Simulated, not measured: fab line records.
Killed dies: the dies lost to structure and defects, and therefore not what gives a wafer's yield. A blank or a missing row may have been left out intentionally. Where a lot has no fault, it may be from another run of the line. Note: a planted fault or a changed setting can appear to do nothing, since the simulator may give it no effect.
Which of the tools did it? ; flow nand_harc ; 12 lots, 36 wafers sampled, at 5 steps of a route of 1302

== WHAT EACH GAUGE READ, for each wafer ==
NHARC_P_START_INSPECT_01.
lot;measured;on;raw_defect_count
L212;day 1 20:02;defect_inspect-01;5 4 6
L214;day 2 16:02;defect_inspect-01;3 2 2
L215;day 3 02:02;defect_inspect-01;3 5 5
L217;day 3 22:02;defect_inspect-02;2 2 3
L219;day 4 18:02;defect_inspect-02;6 4 0
L220;day 5 04:02;defect_inspect-02;3 3 2
L221;day 5 14:02;defect_inspect-01;4 3 1
L224;day 6 20:02;defect_inspect-02;5 2 3
L232;day 10 04:02;defect_inspect-02;2 5 6
L233;day 10 14:02;defect_inspect-01;1 6 5
L234;day 11 00:02;defect_inspect-01;2 7 4
L235;day 11 10:02;defect_inspect-01;1 3 4

NHARC_P_STI_OCD_MEAS_17.
lot;measured;on;trench_depth_nm (nm);trench_foot_cd_nm (nm)
L212;day 3 00:12;ocd-02;304 296 296;158 159 158
L214;day 3 17:35;ocd-01;298 302 290;161 158 158
L215;day 4 03:37;ocd-02;294 291 299;162 159 158
L217;day 4 21:32;ocd-01;293 287 305;159 156 154
L219;day 5 18:20;ocd-01;300 296 295;158 157 156
L220;day 6 02:47;ocd-02;294 297 290;159 161 167
L221;day 6 15:23;ocd-01;299 302 302;157 161 159
L224;day 7 20:47;ocd-02;261 296 303;162 157 155
L232;day 11 06:05;ocd-01;304 300 305;162 155 160
L233;day 11 14:34;ocd-02;301 291 301;160 159 162
L234;day 12 01:02;ocd-01;296 299 298;162 162 165
L235;day 12 12:27;ocd-01;308 299 301;157 163 165

NHARC_P_GATE_OVL_MEAS_27.
lot;measured;on;overlay_x_nm (nm);overlay_y_nm (nm)
L212;day 5 14:32;overlay-02;-0.4 -1.2 -0.6;0.1 -0.1 0.7
L214;day 6 02:41;overlay-02;-0.5 -0.6 -1.0;-1.1 -0.5 -0.7
L215;day 6 12:47;overlay-02;-0.3 -0.5 -0.7;0.2 0.4 0.7
L217;day 7 03:44;overlay-02;-0.1 0.1 0.8;-0.4 -0.7 -0.5
L219;day 7 20:41;overlay-02;0.0 0.2 0.6;0.0 0.4 0.0
L220;day 8 08:00;overlay-02;-0.3 -1.1 -0.1;1.2 1.2 1.2
L221;day 8 20:07;overlay-02;-0.3 -0.2 -0.4;-1.2 -1.4 -1.8
L224;day 9 21:34;overlay-02;-1.4 -1.5 -0.7;0.0 -0.3 -0.4
L232;day 13 13:42;overlay-01;0.8 1.4 0.6;0.0 0.5 -0.1
L233;day 13 20:17;overlay-01;1.1 1.5 1.4;0.6 0.5 0.1
L234;day 14 01:38;overlay-02;0.2 0.1 0.5;0.9 1.4 1.4
L235;day 14 15:31;overlay-01;0.2 0.5 0.2;0.1 0.1 -0.3

== WHAT TOOL EACH LOT RAN ON (gives the tool, then ch and the chambers of the sampled wafers, and finally the start) ==
lot;NHARC_P_ZERO_WELL_DESCUM_54;NHARC_P_STI_ETCH_15
L212;rie_diel-03 ch 0,2,3, day 2 01:57;rie_si-01 ch 1,2, day 2 23:58
L214;rie_diel-09 ch 1,3, day 2 21:58;rie_si-05 ch 0,1,3, day 3 17:20
L215;rie_diel-09 ch 0,3, day 3 07:53;rie_si-05 ch 0,1,2, day 4 03:23
L217;rie_diel-09 ch 0,1, day 4 03:52;rie_si-01 ch 0,1,3, day 4 21:19
L219;rie_diel-09 ch 0,3, day 4 23:55;rie_si-05 ch 0,3, day 5 18:05
L220;rie_diel-09 ch 0,1,2, day 5 09:39;rie_si-01 ch 0,1,3, day 6 02:32
L221;rie_diel-09 ch 0,1, day 5 19:57;rie_si-01 ch 2,3, day 6 15:10
L224;rie_diel-06 ch 0,2,3, day 7 02:00;rie_si-01 ch 0,1,2, day 7 20:34
L232;rie_diel-03 ch 0,1, day 10 12:58;rie_si-01 ch 0,3, day 11 05:52
L233;rie_diel-06 ch 0,2, day 10 20:09;rie_si-05 ch 0,1,2, day 11 14:19
L234;rie_diel-09 ch 1,2,3, day 11 05:56;rie_si-06 ch 1,2,3, day 12 00:47
L235;rie_diel-09 ch 0,1,3, day 11 15:49;rie_si-05 ch 0,1,2, day 12 12:14
- NHARC_P_ZERO_WELL_DESCUM_54: chemistry O2, time 3 s.
- NHARC_P_STI_ETCH_15: etches the open film in HBr/Cl2, target depth 300 nm, time 100.1 s.

== AS READ BY THE TOOLS THEMSELVES (means over the sampled wafers that have a number; for cases with no such wafer, the mark the record gives instead) ==
NHARC_P_ZERO_WELL_DESCUM_54.
lot;tool;drypump_motor_current_A (A);oes_product_au (a.u.);rf_vpp_V (V);showerhead_plenum_p_Torr (Torr);throttle_valve_pct (%)
L212;rie_diel-03;6.0;0.995;57.6;1.91;11.298
L214;rie_diel-09;5.1;1.010;58.3;1.93;11.301
L215;rie_diel-09;5.2;1.007;57.7;1.90;11.317
L217;rie_diel-09;5.7;1.014;57.7;1.80;11.323
L219;rie_diel-09;5.5;1.015;57.2;1.83;11.311
L220;rie_diel-09;5.6;1.005;57.8;1.82;11.312
L221;rie_diel-09;5.6;1.011;57.4;1.82;11.312
L224;rie_diel-06;5.5;0.982;57.1;1.88;11.314
L232;rie_diel-03;5.9;0.997;57.7;1.89;11.302
L233;rie_diel-06;5.5;0.993;57.8;1.97;11.303
L234;rie_diel-09;5.3;1.008;57.6;1.88;11.310
L235;rie_diel-09;5.4;1.023;57.8;1.95;11.318

NHARC_P_STI_ETCH_15.
lot;tool;drypump_motor_current_A (A);oes_product_au (a.u.);throttle_valve_pct (%)
L212;rie_si-01;5.9;0.993;26.399
L214;rie_si-05;5.8;0.995;26.412
L215;rie_si-05;5.9;0.985;26.408
L217;rie_si-01;5.8;0.990;26.402
L219;rie_si-05;6.3;0.995;26.410
L220;rie_si-01;5.8;0.984;26.406
L221;rie_si-01;5.5;1.000;26.407
L224;rie_si-01;5.9;0.970;26.412
L232;rie_si-01;5.5;1.003;26.407
L233;rie_si-05;5.9;0.998;26.404
L234;rie_si-06;5.5;0.996;26.413
L235;rie_si-05;5.8;1.005;26.402

== THE ANSWER, worked out from the rows above alone ==
Rule: the usual values come from the lots themselves. The widest of any qualifying gaps counts: lots, ordered by their means at a reading, are off when they make up no more than a third of the lots, leave a main group of 4 or more, and stand apart from it by 3 or more times the standard deviation of that group's means. Not used: any main group whose means are identical at the precision the tables above print for the reading. A lot without any number at a reading at which 4 lots or more have one is off too. Where the step has rows for the other lots, those lots are counted as sound. After the gauges, taken in route order, come the tools' own readings; for these a lot's mean is taken, as printed above. The first step at which some lot is off is used, and at that step the reading that is off furthest; a lot without a number counts as furthest.
Nothing can be told from this: no lot is off at any reading shown.

== WHAT THE SIMULATOR HAD PUT IN ==
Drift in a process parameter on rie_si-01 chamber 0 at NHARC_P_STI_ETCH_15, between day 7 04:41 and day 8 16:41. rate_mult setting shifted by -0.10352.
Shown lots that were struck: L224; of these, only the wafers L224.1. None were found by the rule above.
